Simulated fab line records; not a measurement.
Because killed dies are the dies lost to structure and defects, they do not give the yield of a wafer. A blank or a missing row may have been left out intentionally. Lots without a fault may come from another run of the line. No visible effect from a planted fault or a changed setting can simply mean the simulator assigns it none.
fab line records -- flow nand-harc -- part 2 of 2: steps 5 to 6 of 6
record: lots: 21, wafers: 63, last-day: 34
route steps=1302 shown A_STAIRCASE@740
lots with no fault: from the same line, run without faults
start-h: hours from the record's opening day to when the first of the lot's shown wafers began -- wait-h: how many hours have passed since the lot's step before this one -- " unchanged from the row above -- L1.1+2: several wafers, shown together as one row -- - no value, or no start was given -- * or withheld: withheld -- < > ~ a bound
route shown NAME@n: names a module that has steps shown in the file, with the first one's number in the route -- usual: the fault-free wafers' mean and standard deviation -- same: alike in all rows -- chamber/n: place in a boat -- sites: the reading at each site -- _std_site: standard deviation across them -- _edge_site: outer sites' mean less inner sites' -- radius-mm: for every site, how far away it sits from the centre of the wafer -- mask NAME#n: copy n -- behind: the tool/chamber that last shaped the wafer -- hold: reason for holding the lot/hours on hold/outcome of the hold -- device: which transistor (n, p or np) failed to switch -- end of line: the tests these same wafers got at the end of their route -- a step given without rows: its recipe and nothing more -- killed: the dies lost at the first sort to structure and to defects; this is not the yield of the wafer -- map: a wafer's dies, marking killed ones x, the rest . and places with no die _
set.NAME: setting as actually run; set.NAME@STEP: the setting as run at that earlier step -- model.NAME: the simulator's own value behind a step, which no gauge read
one table for each step of the route and one row for each wafer, over a sample of lots
services: from which hour (start-h, from the record's first day; less than 0 if before it) a tool's chamber was out of use, for how many hours, and why
== steps ==
step: NHARC_A_STAIRCASE_ETCH_271
recipe: cf4-flow-sccm: 100, chf3-flow-sccm: 30, ar-flow-sccm: 0, rf-w: 500, bias-w: 200, chemistry: CF4/CHF3
usual: chamber-pressure-mTorr: 25.002/0.025, drypump-motor-current-A: 5.6/0.33, mfc-ar-sccm: 0.009/0.012, oes-product-au: 0.951/0.022, rf-vpp-V: 369.6/2.2, showerhead-plenum-p-Torr: 1.55/0.062, throttle-valve-pct: 16.803/0.0093
lot.wafer,tool,chamber,start-h,wait-h,chamber-pressure-mTorr,drypump-motor-current-A,mfc-ar-sccm,oes-product-au,rf-hours-counter-h,rf-vpp-V,showerhead-plenum-p-Torr,throttle-valve-pct
L075.2,rie-diel-12,3,373.34,0.1,25.046,5.5,0.032,0.962,29,369.4,1.54,16.807
L075.6,rie-diel-12,3,373.34,0.1,24.985,5.5,0.032,0.965,-,368.5,1.54,16.786
L075.4,rie-diel-12,0,373.34,0.1,24.989,5.5,0.021,0.968,-,370.5,1.56,16.804
L074.2,rie-diel-12,1,381.40,0.1,25.044,5.7,0,0.926,31,371.4,1.62,16.822
L074.4,rie-diel-12,0,381.40,0.1,24.975,5.5,0.021,0.929,-,370.4,1.56,16.797
L074.6,rie-diel-12,1,381.40,0.1,24.992,5.7,0,0.914,-,372.0,1.62,16.794
L076.3,rie-diel-08,1,395.82,0.1,25.021,6.3,0.016,0.984,5,366.6,1.47,16.783
L076.1,rie-diel-08,2,395.82,0.1,24.997,6.1,0.002,0.974,5,366.9,1.47,16.810
L076.4,rie-diel-08,0,395.82,0.1,25.004,5.6,0,0.957,8,368.0,1.52,16.810
L077.2,rie-diel-08,1,397.69,0.2,24.972,6.2,0.016,0.925,6,366.2,1.47,16.812
L077.1,rie-diel-08,3,397.69,0.2,25.006,5.4,0.028,0.925,8,366.9,1.48,16.789
L077.4,rie-diel-08,0,397.69,0.2,25.037,5.6,0,0.936,9,368.8,1.52,16.794
L079.2,rie-diel-12,1,416.91,0.1,25.006,5.6,0,0.966,47,372.0,1.62,16.816
L079.1,rie-diel-12,2,416.91,0.1,24.969,5.2,0,0.974,41,370.3,1.54,16.798
L079.6,rie-diel-12,2,416.91,0.1,24.969,5.2,0,0.959,-,369.6,1.54,16.817
L078.4,rie-diel-08,3,418.47,0.1,24.986,5.4,0.028,0.973,16,367.2,1.48,16.795
L078.1,rie-diel-08,0,418.47,0.1,25.008,5.6,0,0.955,16,369.5,1.52,16.807
L078.6,rie-diel-08,3,418.47,0.1,25.026,5.4,0.028,0.966,-,366.5,1.48,16.797
L080.4,rie-diel-12,2,437.34,0.1,25.025,5.2,0,0.967,46,369.9,1.54,16.802
L080.1,rie-diel-12,3,437.34,0.1,24.994,5.5,0.032,0.967,37,370.8,1.54,16.803
L080.6,rie-diel-12,2,437.34,0.1,25.028,5.2,0,0.963,-,369.2,1.54,16.801
L081.4,rie-diel-08,2,446.59,0.1,24.964,6.1,0.002,0.965,17,366.5,1.46,16.811
L081.2,rie-diel-08,3,446.59,0.1,25.009,5.4,0.028,0.959,20,368.1,1.48,16.805
L081.6,rie-diel-08,3,446.59,0.1,24.966,5.4,0.028,0.964,-,368.1,1.48,16.817
L084.1,rie-diel-08,1,480.98,0.1,24.992,6.3,0.016,0.935,36,368.7,1.46,16.812
L084.2,rie-diel-08,3,480.98,0.1,24.986,5.5,0.028,0.921,31,368.7,1.48,16.796
L084.6,rie-diel-08,1,480.98,0.1,24.991,6.3,0.016,0.933,-,367.2,1.46,16.803
L082.4,rie-diel-12,2,482.31,0.1,25.013,5.2,0,0.914,10,368.7,1.53,16.797
L082.1,rie-diel-12,0,482.31,0.1,25.022,5.5,0.021,0.932,8,371.8,1.55,16.818
L082.5,rie-diel-12,2,482.31,0.1,24.974,5.2,0,0.913,-,368.5,1.53,16.799
L083.2,rie-diel-08,3,486.10,0.1,24.975,5.4,0.028,0.927,33,368.3,1.48,16.804
L083.1,rie-diel-08,1,486.10,0.1,24.996,6.2,0.016,0.931,38,368.7,1.46,16.823
L083.5,rie-diel-08,0,486.10,0.1,24.978,5.6,0,0.927,-,369.0,1.52,16.789
L086.1,rie-diel-08,1,499.94,0.2,24.995,6.2,0.016,0.945,45,366.2,1.46,16.806
L086.5,rie-diel-08,0,499.94,0.2,24.992,5.6,0,0.944,-,368.8,1.52,16.807
L086.4,rie-diel-08,1,499.94,0.2,24.983,6.3,0.016,0.945,-,367.2,1.46,16.800
L088.2,rie-diel-03,1,503.09,0.1,25.000,5.3,0,0.926,9,374.5,1.68,16.811
L088.4,rie-diel-03,2,503.09,0.1,25.043,5.6,0.007,0.917,10,370.2,1.54,16.822
L088.6,rie-diel-03,2,503.09,0.1,25.002,5.6,0.007,0.923,-,369.6,1.54,16.817
L089.3,rie-diel-12,0,522.65,0.1,24.984,5.5,0.021,0.985,23,369.2,1.55,16.801
L089.1,rie-diel-12,2,522.65,0.1,24.970,5.2,0,0.963,22,367.6,1.53,16.813
L089.6,rie-diel-12,0,522.65,0.1,25.009,5.4,0.021,0.983,-,370.4,1.55,16.784
L091.4,rie-diel-03,0,538.04,0.1,25.029,5.0,0,0.988,18,372.9,1.61,16.788
L091.1,rie-diel-03,1,538.04,0.1,24.965,5.3,0,0.967,16,371.8,1.68,16.808
L091.6,rie-diel-03,1,538.04,0.1,24.940,5.3,0,0.977,-,374.1,1.68,16.794
L090.3,rie-diel-12,2,538.78,0.1,25.013,5.2,0,0.979,26,370.5,1.53,16.805
L090.1,rie-diel-12,1,538.78,0.1,25.023,5.6,0,0.961,26,371.8,1.61,16.800
L090.6,rie-diel-12,2,538.78,0.1,24.990,5.2,0,0.970,-,369.6,1.53,16.801
L093.1,rie-diel-08,2,570.13,0.1,24.993,6.1,0.002,0.968,0,372.9,1.70,16.827
L093.3,rie-diel-08,0,570.13,0.1,25.005,5.6,0,0.953,6,366.5,1.51,16.815
L093.4,rie-diel-08,1,570.13,0.1,24.972,6.3,0.016,0.979,6,374.9,1.70,16.788
L094.3,rie-diel-03,1,571.99,0.1,24.995,5.3,0,0.958,29,375.1,1.68,16.806
L094.6,rie-diel-03,2,571.99,0.1,25.001,5.5,0.007,0.985,-,368.9,1.53,16.792
L094.5,rie-diel-03,3,571.99,0.1,24.987,5.5,0,0.962,-,369.1,1.52,16.794
L096.4,rie-diel-12,3,590.12,0.1,25.026,5.5,0.032,0.922,42,366.9,1.52,16.815
L096.2,rie-diel-12,1,590.12,0.1,24.959,5.7,0,0.958,47,372.3,1.60,16.808
L096.6,rie-diel-12,3,590.12,0.1,25.011,5.5,0.032,0.914,-,369.5,1.52,16.806
L095.3,rie-diel-03,3,601.00,0.1,25.028,5.5,0,0.949,43,368.6,1.52,16.803
L095.2,rie-diel-03,0,601.00,0.1,25.009,5.0,0,0.980,43,372.3,1.60,16.794
L095.1,rie-diel-03,1,601.00,0.1,25.016,5.3,0,0.978,38,371.7,1.68,16.795
L097.4,rie-diel-03,1,607.64,0.1,24.955,5.3,0,0.955,40,373.0,1.68,16.802
L097.5,rie-diel-03,3,607.64,0.1,25.024,5.5,0,0.984,-,367.3,1.52,16.802
L097.6,rie-diel-03,0,607.64,0.1,25.008,5.0,0,0.970,-,374.4,1.60,16.799
step: NHARC_A_STAIRCASE_ETCH_294
recipe: target-depth-a: 49890, time-s: 1211.6, ion-energy-ev: 800, c4f8-flow-sccm: 80, o2-flow-sccm: 60, ar-flow-sccm: withheld, rf-w: 600, bias-w: 3000, chemistry: C4F8/O2/Ar
usual: chamber-pressure-mTorr: 25.000/0.023, oes-product-au: 0.932/0.0085, rf-vpp-V: 1823/11
lot.wafer,tool,chamber,start-h,wait-h,chamber-pressure-mTorr,oes-product-au,rf-hours-counter-h,rf-vpp-V
L075.4,rie-diel-03,3,-,-,24.993,0.941,28,1821
L075.2,rie-diel-03,1,-,-,25.015,0.925,26,1846
L075.6,rie-diel-03,3,-,-,24.989,0.924,-,1821
L074.2,rie-diel-12,1,-,-,25.029,0.924,37,1834
L074.6,rie-diel-12,0,-,-,24.983,0.928,-,1825
L074.4,rie-diel-12,1,-,-,25.007,0.936,-,1835
L076.4,rie-diel-08,2,-,-,25.024,0.924,9,1808
L076.1,rie-diel-08,3,-,-,25.003,0.925,12,1811
L076.3,rie-diel-08,0,-,-,24.948,0.929,13,1820
L077.4,rie-diel-03,2,-,-,24.995,0.928,40,1822
L077.2,rie-diel-03,3,-,-,24.943,0.918,36,1820
L077.1,rie-diel-03,1,-,-,25.003,0.918,37,1845
L079.1,rie-diel-12,0,-,-,25.032,0.933,52,1824
L079.2,rie-diel-12,2,-,-,24.993,0.934,43,1820
L079.6,rie-diel-12,3,-,-,25.000,0.944,-,1821
L078.4,rie-diel-12,0,-,-,25.002,0.936,53,1824
L078.1,rie-diel-12,1,-,-,25.011,0.947,49,1834
L078.6,rie-diel-12,0,-,-,25.014,0.935,-,1826
L080.1,rie-diel-12,3,-,-,25.010,0.930,38,1820
L080.4,rie-diel-12,2,-,-,24.975,0.944,48,1819
L080.6,rie-diel-12,0,-,-,24.980,0.929,-,1825
L081.4,rie-diel-03,2,-,-,24.961,0.934,54,1822
L081.2,rie-diel-03,1,-,-,25.002,0.924,49,1845
L081.6,rie-diel-03,2,-,-,24.995,0.937,-,1823
L084.1,rie-diel-12,0,-,-,25.014,0.929,11,1823
L084.2,rie-diel-12,1,-,-,25.030,0.931,12,1831
L084.6,rie-diel-12,0,-,-,25.023,0.937,-,1822
L082.4,rie-diel-08,1,-,-,24.994,0.947,40,1808
L082.1,rie-diel-08,2,-,-,25.002,0.944,39,1808
L082.5,rie-diel-08,0,-,-,24.978,0.933,-,1817
L083.1,rie-diel-03,0,-,-,25.078,0.942,10,1832
L083.2,rie-diel-03,1,-,-,25.027,0.934,9,1845
L083.5,rie-diel-03,0,-,-,25.035,0.938,-,1833
L086.4,rie-diel-03,2,-,-,25.023,0.936,11,1822
L086.1,rie-diel-03,3,-,-,24.993,0.935,14,1819
L086.5,rie-diel-03,0,-,-,24.972,0.927,-,1833
L088.2,rie-diel-03,0,-,-,24.998,0.933,14,1834
L088.4,rie-diel-03,1,-,-,24.979,0.923,12,1843
L088.6,rie-diel-03,1,-,-,24.990,0.935,-,1844
L089.1,rie-diel-08,0,-,-,25.003,0.930,50,1816
L089.3,rie-diel-08,3,-,-,25.003,0.930,47,1811
L089.6,rie-diel-08,1,-,-,24.994,0.936,-,1809
L091.4,rie-diel-08,1,-,-,24.999,0.937,60,1806
L091.1,rie-diel-08,0,-,-,25.020,0.934,55,1816
L091.6,rie-diel-08,1,-,-,24.970,0.931,-,1808
L090.1,rie-diel-08,0,-,-,25.018,0.925,56,1816
L090.3,rie-diel-08,1,-,-,25.005,0.921,61,1807
L090.6,rie-diel-08,0,-,-,24.975,0.923,-,1817
L093.4,rie-diel-03,3,-,-,25.033,0.932,34,1819
L093.1,rie-diel-03,0,-,-,24.986,0.935,35,1831
L093.3,rie-diel-03,1,-,-,25.008,0.939,30,1845
L094.3,rie-diel-08,3,-,-,25.000,0.925,9,1811
L094.6,rie-diel-08,2,-,-,24.978,0.947,-,1847
L094.5,rie-diel-08,3,-,-,24.973,0.922,-,1810
L096.4,rie-diel-03,2,-,-,25.003,0.949,37,1821
L096.2,rie-diel-03,3,-,-,25.025,0.928,41,1819
L096.6,rie-diel-03,0,-,-,24.981,0.935,-,1832
L095.3,rie-diel-12,1,-,-,25.052,0.948,53,1831
L095.1,rie-diel-12,3,-,-,25.003,0.917,50,1818
L095.2,rie-diel-12,0,-,-,24.990,0.937,55,1821
L097.4,rie-diel-12,3,-,-,24.994,0.925,53,1818
L097.6,rie-diel-12,1,-,-,25.031,0.945,-,1832
L097.5,rie-diel-12,2,-,-,25.031,0.931,-,1818
== services ==
tool,chamber,start-h,hours,kind
rie-diel-12,3,344.41,4.1,repair
rie-diel-12,0,352.38,-,clean
rie-diel-12,1,352.38,-,clean
rie-diel-12,2,352.38,-,clean
rie-diel-12,3,352.38,-,clean
rie-diel-12,1,363.83,7.2,repair
rie-diel-12,2,368.15,21.2,repair
acl-dep-01,-,369.01,13.0,pm
rie-diel-08,-,372.77,9.0,pm
rie-diel-12,0,378.23,-,clean
rie-diel-12,3,379.35,36.3,repair
rie-diel-03,3,392.85,3.4,repair
acl-dep-02,-,430.04,13.0,pm
rie-diel-03,1,431.56,12.7,repair
rie-diel-12,-,447.14,9.0,pm
rie-diel-03,-,458.81,9.0,pm
acl-dep-03,-,483.82,13.0,pm
rie-diel-03,-,497.64,0.5,repair
rie-diel-08,2,499.32,11.7,repair
rie-diel-03,-,541.18,0.5,repair
rie-diel-08,-,549.77,9.0,pm
acl-dep-01,-,550.06,13.0,pm
rie-diel-12,3,581.95,8.1,repair
acl-dep-02,-,612.48,13.0,pm
